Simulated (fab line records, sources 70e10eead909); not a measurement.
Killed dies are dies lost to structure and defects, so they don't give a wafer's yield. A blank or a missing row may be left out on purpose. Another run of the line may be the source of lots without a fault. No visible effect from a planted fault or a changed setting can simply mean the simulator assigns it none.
Chamber matching	flow nand_harc	NHARC_A_ZERO_WELL_ETCH_13 on rie_si-05: 4 sister chambers
The step etches the open film in HBr/Cl2, target depth 120 nm, time 40.1 s. 8 wafers are shown with their chamber, then 11 later ones without.

## WAFERS, EACH WITH ITS CHAMBER
wafer	chamber	drypump_motor_current_A (A)	oes_product_au (a.u.)
L075.4	1	5.5	1.031
L086.5	0	6.7	1.005
L088.3	1	5.5	1.031
L088.4	3	6.3	1.008
L090.2	2	5.7	0.995
L090.3	3	6.3	0.997
L090.6	0	6.6	1.008
L092.1	2	5.7	1.006

## WAFERS WHOSE CHAMBER IS MISSING
wafer	drypump_motor_current_A (A)	oes_product_au (a.u.)
L092.2	5.5	1.019
L092.4	6.7	1.016
L094.2	5.7	1.008
L094.3	6.7	1.029
L094.5	6.7	1.017
L095.3	5.5	1.015
L095.4	6.6	1.017
L095.5	5.5	1.009
L097.2	5.5	1.012
L097.3	5.7	1.006
L097.5	6.6	1.018

## THE CHAMBER EACH PASSED THROUGH
wafer	from the rows above	in truth
L092.2	1	1
L092.4	0	0
L094.2	2	2
L094.3	0	0
L094.5	0	0
L095.3	1	1
L095.4	0	0
L095.5	can't be placed: 1 or 2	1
L097.2	1	1
L097.3	2	2
L097.5	0	0
10 of 11 placed correctly. Not placeable from these rows: 1 (in 1, the candidates include the true chamber). 0 placed wrongly.
How it was worked out, from the rows above alone: a wafer's distance from a chamber is the root of the sum, over the readings, of the square of ((its reading less the chamber's mean) divided by the reading's scatter). The wafer belongs to the nearest chamber; if the next one is less than 2 further off, it can't be placed. A chamber's mean is the mean of its shown wafers. The scatter: the root of (the sum of the squares of (reading less its chamber's mean) over the shown wafers, divided by (wafers less chambers)).
